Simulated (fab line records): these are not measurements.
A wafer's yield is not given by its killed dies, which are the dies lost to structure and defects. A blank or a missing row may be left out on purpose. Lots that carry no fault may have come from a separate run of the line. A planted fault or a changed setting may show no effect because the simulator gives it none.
fab line records	flow nandHarc	part 1 of 2: steps 1 to 18 of 26
record: lots: 5	wafers: 15	lastDay: 33
route steps=1302 shown A_CONTACT@991
lots that met no fault: taken from a fault-free run of the same line
startH: hours from the record's first day to the start of the lot's first wafer shown	waitH: time in hours since the lot's previous step	" repeats the value in the row above	L1.1+2: one row covering several wafers at once	- either no value or no given start	* or withheld: withheld	< > ~ a bound
route shown NAME@n: a module of which the file shows steps, and the number in the route of the first	usual: mean/standard deviation of fault-free wafers	same: alike in all rows	chamber/n: place in a boat	sites: each site's reading	_std_site: standard deviation of those values	_edge_site: mean of outer sites minus mean of inner sites	radiusMm: for every site, how far away it sits from the centre of the wafer	mask NAME#n: copy n	behind: tool/chamber where the wafer was last shaped	hold: the reason the lot was held/the length of the hold in hours/how it ended	device: the transistor (n, p or np) that didn't switch	end of line: tests run on the same wafers once the route is complete	for a step that has no rows: nothing shown but its recipe	killed: not the wafer's yield, but the dies lost to structure and defects at the first sort	map: the dies of a wafer, with x for killed, . for not killed, _ for no die there
set.NAME: the run value of the setting; set.NAME@STEP: its run value at that earlier step	model.NAME: the simulator's own value behind a step, which no gauge read
lots at selected steps of the route; one table per step, one row per wafer
services: when a tool's chamber went out of use (startH, in hours from the record's first day, below 0 if earlier), for how many hours, and the reason
== steps ==
step: NHARC_A_CONTACT_COAT_36
recipe: spinRpm: 1500	resistThkNm: 90
usual: exhaustPa: 45.0/0.87	resistLineTempC: 23.00/0.11
lot.wafer	tool	chamber	startH	waitH	exhaustPa	resistLineTempC
L082.2	lithoTrack-06	0	-	-	46.1	22.99
L082.4	"	0	"	"	45.4	22.91
L082.6	"	0	"	"	44.2	22.80
L086.1	lithoTrack-04	0	-	-	45.7	22.99
L086.2	"	0	"	"	44.9	22.89
L086.4	"	0	"	"	44.3	23.13
L094.4	lithoTrack-04	0	-	-	46.0	22.98
L094.5	"	0	"	"	44.7	22.88
L094.6	"	0	"	"	44.8	23.04
L093.3	lithoTrack-06	0	-	-	45.0	23.02
L093.5	"	0	"	"	44.4	22.96
L093.6	"	0	"	"	43.8	23.01
L096.1	lithoTrack-06	0	-	-	44.3	23.00
L096.3	"	0	"	"	44.5	23.03
L096.5	"	0	"	"	47.5	22.91
step: NHARC_A_CONTACT_SOFTBAKE_37
recipe: tempC: 105	timeS: 55
usual: exhaustPa: 45.1/0.78	resistLineTempC: 23.01/0.094
same: timeS: 55
lot.wafer	tool	chamber	startH	waitH	exhaustPa	resistLineTempC
L082.2	lithoTrack-06	0	-	-	44.8	22.99
L082.4	"	0	"	"	44.7	22.92
L082.6	"	0	"	"	44.7	22.91
L086.1	lithoTrack-04	0	-	-	45.1	22.81
L086.2	"	0	"	"	46.2	22.98
L086.4	"	0	"	"	45.9	23.00
L094.4	lithoTrack-04	0	-	-	43.0	22.90
L094.5	"	0	"	"	44.7	22.81
L094.6	"	0	"	"	45.0	22.89
L093.3	lithoTrack-06	0	-	-	45.3	22.96
L093.5	"	0	"	"	44.6	22.97
L093.6	"	0	"	"	46.0	23.10
L096.1	lithoTrack-06	0	-	-	44.8	23.11
L096.3	"	0	"	"	45.4	22.99
L096.5	"	0	"	"	45.1	22.95
step: NHARC_A_CONTACT_EBR_38
usual: exhaustPa: 45.0/1.1	resistLineTempC: 23.00/0.12
lot.wafer	tool	chamber	startH	waitH	exhaustPa	resistLineTempC
L082.2	lithoTrack-06	0	-	-	44.9	23.11
L082.4	"	0	"	"	44.0	23.12
L082.6	"	0	"	"	43.4	23.02
L086.1	lithoTrack-04	0	-	-	45.1	22.91
L086.2	"	0	"	"	45.4	23.10
L086.4	"	0	"	"	46.3	22.84
L094.4	lithoTrack-04	0	-	-	45.8	22.93
L094.5	"	0	"	"	46.2	23.05
L094.6	"	0	"	"	47.2	23.04
L093.3	lithoTrack-06	0	-	-	43.9	22.76
L093.5	"	0	"	"	43.9	22.96
L093.6	"	0	"	"	42.3	23.16
L096.1	lithoTrack-06	0	-	-	45.3	23.10
L096.3	"	0	"	"	46.4	23.17
L096.5	"	0	"	"	47.6	23.07
step: NHARC_A_CONTACT_EXPOSE_39
recipe: na: 1.35	sigmaOuter: 0.8	doseMj: 58.79	maskId: A_CC_3
lot.wafer	tool	chamber	startH	waitH	mask
L082.2+4+6	arfiScanner-03	0	579.69	-	A_CC_3#0
L086.1+2+4	arfiScanner-02	0	611.28	-	A_CC_3#0
L094.4+5+6	arfiScanner-02	0	683.72	-	A_CC_3#0
L093.3+5+6	arfiScanner-01	0	683.87	-	A_CC_3#0
L096.1+3+5	arfiScanner-02	0	714.13	-	A_CC_3#0
step: NHARC_A_CONTACT_PEB_40
recipe: pebTempC: 100	pebTimeS: 65
usual: exhaustPa: 44.8/0.98	resistLineTempC: 22.99/0.1
lot.wafer	tool	chamber	startH	waitH	exhaustPa	resistLineTempC
L082.2	lithoTrack-01	0	579.75	0.1	46.4	23.15
L082.4	"	0	"	"	46.0	22.92
L082.6	"	0	"	"	45.0	22.95
L086.1	lithoTrack-01	0	611.34	0.1	43.8	22.96
L086.2	"	0	"	"	43.9	22.94
L086.4	"	0	"	"	42.5	23.03
L094.4	lithoTrack-06	0	683.77	0.0	45.3	22.95
L094.5	"	0	"	"	45.2	22.97
L094.6	"	0	"	"	45.4	22.97
L093.3	lithoTrack-06	0	683.92	0.0	43.0	23.01
L093.5	"	0	"	"	43.6	22.97
L093.6	"	0	"	"	44.1	22.97
L096.1	lithoTrack-06	0	714.19	0.1	43.5	22.98
L096.3	"	0	"	"	44.3	22.68
L096.5	"	0	"	"	45.0	22.90
step: NHARC_A_CONTACT_DEVELOP_41
recipe: developTimeS: 35	devTempC: 23
usual: exhaustPa: 44.9/0.78	resistLineTempC: 22.99/0.1
lot.wafer	tool	chamber	startH	waitH	exhaustPa	resistLineTempC
L082.2	lithoTrack-01	0	-	-	46.1	23.07
L082.4	"	0	"	"	44.9	22.87
L082.6	"	0	"	"	45.1	22.99
L086.1	lithoTrack-01	0	-	-	45.5	23.03
L086.2	"	0	"	"	44.5	22.91
L086.4	"	0	"	"	45.9	23.01
L094.4	lithoTrack-06	0	-	-	45.6	22.95
L094.5	"	0	"	"	45.9	23.07
L094.6	"	0	"	"	45.9	22.97
L093.3	lithoTrack-06	0	-	-	44.8	22.93
L093.5	"	0	"	"	45.1	23.05
L093.6	"	0	"	"	44.7	22.91
L096.1	lithoTrack-06	0	-	-	44.4	23.27
L096.3	"	0	"	"	45.4	23.09
L096.5	"	0	"	"	46.0	23.20
step: NHARC_A_CONTACT_CD_MEAS_42
recipe: targetCdNm: 300	landingEnergyEv: 500
usual: cdNm: 300.1/0.51
lot.wafer	tool	chamber	startH	waitH	cdNm
L082.2	cdSem-03	0	579.83	-	299.5
L082.4	"	0	"	"	299.9
L082.6	"	0	"	"	299.3
L086.1	cdSem-02	0	611.42	-	299.7
L086.2	"	0	"	"	299.3
L086.4	"	0	"	"	299.6
L094.4	cdSem-01	0	683.86	-	299.9
L094.5	"	0	"	"	300.5
L094.6	"	0	"	"	301.0
L093.3	cdSem-01	0	684.01	-	300.5
L093.5	"	0	"	"	299.9
L093.6	"	0	"	"	300.0
L096.1	cdSem-02	0	714.27	-	300.1
L096.3	"	0	"	"	300.5
L096.5	"	0	"	"	299.5
step: NHARC_A_CONTACT_OVL_MEAS_43
usual: overlayXNm: 0.3/0.86	overlayYNm: 0.1/0.78
lot.wafer	tool	chamber	startH	waitH	overlayXNm	overlayYNm
L082.2	overlay-01	-	579.92	-	-0.7	-0.2
L082.4	"	-	"	"	-0.1	-0.1
L082.6	"	-	"	"	-0.5	-0.5
L086.1	overlay-02	-	611.51	-	0.5	-0.1
L086.2	"	-	"	"	0.6	-0.4
L086.4	"	-	"	"	0.6	-1.0
L094.4	overlay-02	-	683.94	-	-0.2	0.7
L094.5	"	-	"	"	0.5	0.5
L094.6	"	-	"	"	0.2	0.4
L093.3	overlay-02	-	684.09	-	0.1	0.5
L093.5	"	-	"	"	-0.5	0.1
L093.6	"	-	"	"	0.8	0.4
L096.1	overlay-02	-	714.36	-	-0.1	1.1
L096.3	"	-	"	"	0.4	0.6
L096.5	"	-	"	"	0.0	0.9
step: NHARC_A_CONTACT_INSPECT_44
usual: rawDefectCount: 85/35
lot.wafer	tool	chamber	startH	waitH	rawDefectCount
L082.2	defectInspect-01	-	579.95	0.0	26
L082.4	"	-	"	"	29
L082.6	"	-	"	"	30
L086.1	defectInspect-01	-	611.55	0.0	99
L086.2	"	-	"	"	100
L086.4	"	-	"	"	88
L094.4	defectInspect-02	-	683.98	0.0	66
L094.5	"	-	"	"	72
L094.6	"	-	"	"	64
L093.3	defectInspect-01	-	684.13	0.0	92
L093.5	"	-	"	"	105
L093.6	"	-	"	"	116
L096.1	defectInspect-01	-	714.40	0.0	81
L096.3	"	-	"	"	88
L096.5	"	-	"	"	94
step: NHARC_A_CONTACT_DESCUM_47
recipe: timeS: 3	o2FlowSccm: 200	arFlowSccm: 0	biasPowerW: 0	chemistry: O2
usual: drypumpMotorCurrentA: 5.6/0.48	oesProductAu: 0.998/0.0084	rfVppV: 57.8/0.93	showerheadPlenumPTorr: 1.92/0.11	throttleValvePct: 11.312/0.0094
same: timeS: 3
lot.wafer	tool	chamber	startH	waitH	drypumpMotorCurrentA	oesProductAu	rfHoursCounterH	rfVppV	showerheadPlenumPTorr	throttleValvePct
L082.4	rieDiel-04	3	580.02	0.1	6.3	0.999	6	57.5	1.77	11.319
L082.2	"	0	"	"	4.9	0.996	8	58.4	2.02	11.302
L082.6	"	2	"	"	5.6	0.994	-	56.9	1.86	11.316
L086.4	rieDiel-04	3	611.62	0.1	6.3	1.012	12	56.1	1.77	11.309
L086.1	"	0	"	"	4.9	1.003	14	57.7	2.02	11.333
L086.2	"	1	"	"	5.6	0.998	13	56.7	2.02	11.309
L094.4	rieDiel-11	2	684.06	0.1	6.4	1.014	25	59.3	2.05	11.298
L094.5	"	3	"	"	5.4	1.006	-	58.2	1.77	11.304
L094.6	"	0	"	"	5.5	1.006	-	58.2	1.85	11.313
L093.3	rieDiel-04	2	684.20	0.1	5.7	0.989	23	56.5	1.86	11.304
L093.5	"	1	"	"	5.6	0.996	-	57.7	2.02	11.320
L093.6	"	2	"	"	5.6	0.985	-	56.4	1.86	11.334
L096.3	rieDiel-08	2	714.50	0.1	6.3	0.993	45	57.1	1.88	11.327
L096.1	"	3	"	"	5.9	0.992	46	56.5	1.78	11.298
L096.5	"	1	"	"	5.7	0.993	-	58.5	2.06	11.321
step: NHARC_A_CONTACT_ETCH_48
recipe: targetDepthA: 390	overEtchFrac: 0.3	timeS: 65	ionEnergyEv: 80	cf4FlowSccm: 150	arFlowSccm: 0	rfW: 300	biasW: 100	chemistry: CF4
usual: biasW: 99.9/0.32	drypumpMotorCurrentA: 5.6/0.48	oesProductAu: 0.997/0.008	rfVppV: 151.3/1.3	showerheadPlenumPTorr: 1.76/0.093	throttleValvePct: 13.285/0.0088
same: timeS: 65
lot.wafer	tool	chamber	startH	waitH	biasW	drypumpMotorCurrentA	oesProductAu	rfHoursCounterH	rfVppV	showerheadPlenumPTorr	throttleValvePct
L082.4	rieDiel-04	3	580.10	0.1	99.6	6.3	0.998	6	150.7	1.64	13.279
L082.2	"	2	"	"	100.3	5.7	0.991	4	151.7	1.72	13.282
L082.6	"	3	"	"	99.8	6.3	1.000	-	149.9	1.64	13.290
L086.1	rieDiel-04	0	611.72	0.1	99.6	4.9	0.984	14	152.6	1.86	13.291
L086.2	"	2	"	"	100.3	5.7	0.986	11	151.4	1.72	13.294
L086.4	"	3	"	"	99.9	6.3	0.987	13	150.7	1.64	13.290
L094.4	rieDiel-11	1	684.13	0.1	100.1	5.4	1.008	22	153.3	1.79	13.274
L094.5	"	0	"	"	99.7	5.6	0.998	-	149.8	1.72	13.294
L094.6	"	1	"	"	99.9	5.4	1.011	-	152.2	1.79	13.282
L093.3	rieDiel-04	0	684.29	0.1	99.9	4.9	1.003	28	152.1	1.85	13.293
L093.6	"	2	"	"	100.2	5.6	0.985	-	150.3	1.72	13.285
L093.5	"	3	"	"	100.7	6.3	1.002	-	149.7	1.64	13.274
L096.3	rieDiel-08	3	714.57	0.1	99.7	5.9	1.000	46	151.8	1.65	13.286
L096.1	"	0	"	"	99.8	4.8	0.998	49	151.2	1.86	13.285
L096.5	"	3	"	"	99.4	5.8	1.009	-	151.4	1.65	13.275
step: NHARC_A_CONTACT_ETCH_49
recipe: targetDepthA: 2600	overEtchFrac: 0.3	timeS: 475.3	ionEnergyEv: 200	n2FlowSccm: 150	h2FlowSccm: 150	arFlowSccm: 0	rfW: 400	biasW: 150	chemistry: N2/H2
usual: biasW: 150.0/0.39	drypumpMotorCurrentA: 5.6/0.48	oesProductAu: 0.997/0.0079	rfVppV: 431/3.3	showerheadPlenumPTorr: 2.04/0.12	throttleValvePct: 14.171/0.0088
same: timeS: 475.3
lot.wafer	tool	chamber	startH	waitH	biasW	drypumpMotorCurrentA	oesProductAu	rfHoursCounterH	rfVppV	showerheadPlenumPTorr	throttleValvePct
L082.4	rieDiel-04	1	-	-	150.7	5.6	0.988	8	435	2.16	14.178
L082.2	"	3	"	"	150.1	6.3	0.995	6	427	1.88	14.177
L082.6	"	1	"	"	150.2	5.6	0.992	-	433	2.16	14.171
L086.4	rieDiel-04	1	-	-	150.3	5.6	1.002	14	434	2.16	14.172
L086.2	"	2	"	"	149.4	5.6	0.996	11	430	1.98	14.174
L086.1	"	3	"	"	149.3	6.3	0.998	13	425	1.88	14.164
L094.4	rieDiel-11	2	-	-	150.7	6.4	0.997	25	435	2.19	14.175
L094.6	"	1	"	"	150.3	5.4	0.989	-	430	2.07	14.163
L094.5	"	2	"	"	149.9	6.4	0.999	-	435	2.19	14.173
L093.3	rieDiel-04	2	-	-	150.0	5.7	0.996	23	429	1.98	14.175
L093.5	"	2	"	"	150.2	5.7	1.000	-	430	1.98	14.149
L093.6	"	3	"	"	150.6	6.3	1.007	-	426	1.87	14.149
L096.3	rieDiel-08	1	-	-	149.7	5.7	0.994	46	435	2.20	14.162
L096.1	"	3	"	"	150.5	5.8	1.012	46	427	1.89	14.173
L096.5	"	1	"	"	150.0	5.7	1.004	-	435	2.20	14.177
step: NHARC_A_CONTACT_ETCH_50
recipe: targetDepthA: 1210	timeS: 60.5	cf4FlowSccm: 100	chf3FlowSccm: 30	arFlowSccm: 0	rfW: 500	biasW: 200	chemistry: CF4/CHF3
usual: biasW: 200.0/0.62	drypumpMotorCurrentA: 5.6/0.5	oesProductAu: 0.947/0.021	rfVppV: 371/3.1	showerheadPlenumPTorr: 1.57/0.086	throttleValvePct: 16.802/0.0092
same: timeS: 60.5
lot.wafer	tool	chamber	startH	waitH	biasW	drypumpMotorCurrentA	oesProductAu	rfHoursCounterH	rfVppV	showerheadPlenumPTorr	throttleValvePct
L082.4	rieDiel-04	2	-	-	200.3	5.6	0.956	4	368	1.53	16.802
L082.2	"	0	"	"	199.3	4.9	0.976	8	373	1.65	16.804
L082.6	"	2	"	"	199.3	5.7	0.955	-	370	1.53	16.803
L086.2	rieDiel-04	0	-	-	199.6	4.9	0.953	14	373	1.65	16.792
L086.1	"	1	"	"	200.6	5.7	0.954	14	374	1.66	16.809
L086.4	"	2	"	"	199.9	5.7	0.939	11	368	1.53	16.798
L094.4	rieDiel-11	2	-	-	200.2	6.4	0.914	25	373	1.68	16.813
L094.6	"	0	"	"	200.1	5.5	0.917	-	369	1.53	16.806
L094.5	"	1	"	"	198.8	5.4	0.934	-	370	1.60	16.807
L093.3	rieDiel-04	0	-	-	201.1	4.9	0.975	28	372	1.65	16.804
L093.6	"	3	"	"	198.9	6.3	0.972	-	367	1.46	16.790
L093.5	"	0	"	"	201.1	4.9	0.981	-	373	1.65	16.802
L096.1	rieDiel-08	0	-	-	200.0	4.8	0.916	50	373	1.66	16.791
L096.3	"	1	"	"	199.4	5.7	0.915	46	376	1.69	16.820
L096.5	"	2	"	"	199.7	6.3	0.923	-	369	1.55	16.816
step: NHARC_A_CONTACT_ETCH_51
recipe: targetDepthA: 70000	overEtchFrac: 0.3	timeS: 1820	ionEnergyEv: 150	o2FlowSccm: 400	cosFlowSccm: 20	arFlowSccm: 0	rfW: 500	biasW: 300	chemistry: O2/COS
usual: biasW: 299.9/0.9	drypumpMotorCurrentA: 5.7/0.49	oesProductAu: 0.997/0.0066	rfVppV: 314.3/2.6	showerheadPlenumPTorr: 3.14/0.17	throttleValvePct: 28.329/0.0097
same: timeS: 1820
lot.wafer	tool	chamber	startH	waitH	biasW	drypumpMotorCurrentA	oesProductAu	rfHoursCounterH	rfVppV	showerheadPlenumPTorr	throttleValvePct
L082.4	rieDiel-04	2	-	-	300.3	5.7	0.995	5	312.0	3.04	28.326
L082.2	"	3	"	"	300.7	6.3	0.999	6	311.6	2.90	28.344
L082.6	"	3	"	"	299.0	6.3	0.995	-	312.0	2.90	28.336
L086.2	rieDiel-04	1	-	-	300.0	5.6	0.991	14	317.3	3.29	28.332
L086.4	"	3	"	"	299.7	6.3	1.000	13	310.1	2.89	28.333
L086.1	"	0	"	"	302.1	4.9	0.993	14	315.6	3.28	28.334
L094.4	rieDiel-11	2	-	-	300.2	6.4	0.998	26	318.8	3.33	28.324
L094.5	"	1	"	"	300.0	5.5	1.006	-	315.8	3.16	28.318
L094.6	"	2	"	"	301.6	6.4	1.003	-	316.1	3.33	28.329
L093.3	rieDiel-04	0	-	-	300.3	4.9	0.994	28	314.8	3.27	28.324
L093.6	"	1	"	"	299.2	5.6	0.988	-	316.0	3.28	28.320
L093.5	"	2	"	"	300.6	5.7	0.983	-	312.8	3.03	28.330
L096.3	rieDiel-08	3	-	-	298.8	5.9	1.008	46	312.2	2.91	28.332
L096.1	"	0	"	"	300.2	4.9	1.004	50	316.6	3.29	28.324
L096.5	"	3	"	"	298.8	5.9	1.001	-	311.5	2.91	28.333
step: NHARC_A_CONTACT_ETCH_111
recipe: sourceW: withheld	pressureMtorr: 20	biasV: withheld	timeS: 140	targetDepthA: 7000	arFlowSccm: withheld	c4f8FlowSccm: withheld	o2FlowSccm: withheld	chemistry: C4F8/O2/Ar
usual: oesAirLineAu: 1.004/0.018
same: timeS: 140
lot.wafer	tool	chamber	startH	waitH	oesAirLineAu	rfHoursCounterH
L082.2	harCapEtch-02	1	581.84	-	1.031	100
L082.4	"	0	"	"	0.969	-
L082.6	"	1	"	"	1.001	-
L086.2	harCapEtch-02	1	613.56	-	1.032	107
L086.1	"	0	"	"	1.002	107
L086.4	"	0	"	"	0.980	-
L094.4	harCapEtch-03	0	685.99	-	1.010	-
L094.6	"	0	"	"	1.023	-
L094.5	"	1	"	"	1.018	-
L093.3	harCapEtch-02	0	686.08	-	1.010	-
L093.6	"	0	"	"	0.983	-
L093.5	"	1	"	"	1.018	-
L096.1	harCapEtch-01	1	716.30	-	1.018	36
L096.3	"	0	"	"	1.015	-
L096.5	"	1	"	"	1.010	-
step: NHARC_A_CONTACT_ETCH_112
recipe: sourceW: withheld	pressureMtorr: 20	biasV: 3000	timeS: 190	targetDepthA: 18500	arFlowSccm: withheld	c4f8FlowSccm: withheld	o2FlowSccm: withheld	chemistry: C4F8/O2/Ar
usual: oesAirLineAu: 1.001/0.021
same: timeS: 190
lot.wafer	tool	chamber	startH	waitH	oesAirLineAu	rfHoursCounterH
L082.2	harCapEtch-02	1	582.04	0.2	1.014	100
L082.4	"	0	"	"	1.002	-
L082.6	"	1	"	"	0.995	-
L086.2	harCapEtch-02	1	613.83	0.2	0.990	107
L086.1	"	0	"	"	0.958	107
L086.4	"	0	"	"	0.997	-
L094.4	harCapEtch-03	0	686.18	0.2	0.969	-
L094.6	"	0	"	"	0.996	-
L094.5	"	1	"	"	1.021	-
L093.3	harCapEtch-02	0	686.27	0.2	1.009	-
L093.6	"	0	"	"	1.031	-
L093.5	"	1	"	"	0.964	-
L096.1	harCapEtch-01	1	716.49	0.2	0.971	36
L096.3	"	0	"	"	1.013	-
L096.5	"	1	"	"	0.973	-
step: NHARC_A_CONTACT_ETCH_113
recipe: sourceW: withheld	pressureMtorr: 20	biasV: 3000	timeS: 190	targetDepthA: 18500	arFlowSccm: withheld	c4f8FlowSccm: withheld	o2FlowSccm: withheld	chemistry: C4F8/O2/Ar
usual: oesAirLineAu: 1.000/0.023
same: timeS: 190
lot.wafer	tool	chamber	startH	waitH	oesAirLineAu	rfHoursCounterH
L082.2	harCapEtch-02	1	582.21	0.1	1.001	100
L082.4	"	0	"	"	1.002	-
L082.6	"	1	"	"	1.017	-
L086.2	harCapEtch-02	1	614.05	0.2	0.981	107
L086.1	"	0	"	"	0.965	107
L086.4	"	0	"	"	0.965	-
L094.4	harCapEtch-03	0	686.35	0.1	1.011	-
L094.6	"	0	"	"	0.963	-
L094.5	"	1	"	"	1.044	-
L093.3	harCapEtch-02	0	686.45	0.1	0.963	-
L093.6	"	0	"	"	0.967	-
L093.5	"	1	"	"	1.050	-
L096.1	harCapEtch-01	1	716.67	0.1	1.000	36
L096.3	"	0	"	"	0.995	-
L096.5	"	1	"	"	0.982	-
step: NHARC_A_CONTACT_ETCH_114
recipe: sourceW: withheld	pressureMtorr: 20	biasV: 3000	timeS: 190	targetDepthA: 18500	arFlowSccm: withheld	c4f8FlowSccm: withheld	o2FlowSccm: withheld	chemistry: C4F8/O2/Ar
usual: oesAirLineAu: 0.997/0.019
same: timeS: 190
lot.wafer	tool	chamber	startH	waitH	oesAirLineAu	rfHoursCounterH
L082.2	harCapEtch-02	1	582.38	0.1	0.975	100
L082.4	"	0	"	"	1.010	-
L082.6	"	1	"	"	0.996	-
L086.2	harCapEtch-02	1	614.28	0.2	0.995	108
L086.1	"	0	"	"	1.040	108
L086.4	"	0	"	"	0.995	-
L094.4	harCapEtch-03	0	686.52	0.1	0.990	-
L094.6	"	0	"	"	0.966	-
L094.5	"	1	"	"	1.003	-
L093.3	harCapEtch-02	0	686.62	0.1	0.985	-
L093.6	"	0	"	"	0.995	-
L093.5	"	1	"	"	0.997	-
L096.1	harCapEtch-01	1	716.83	0.1	0.994	36
L096.3	"	0	"	"	1.009	-
L096.5	"	1	"	"	0.995	-
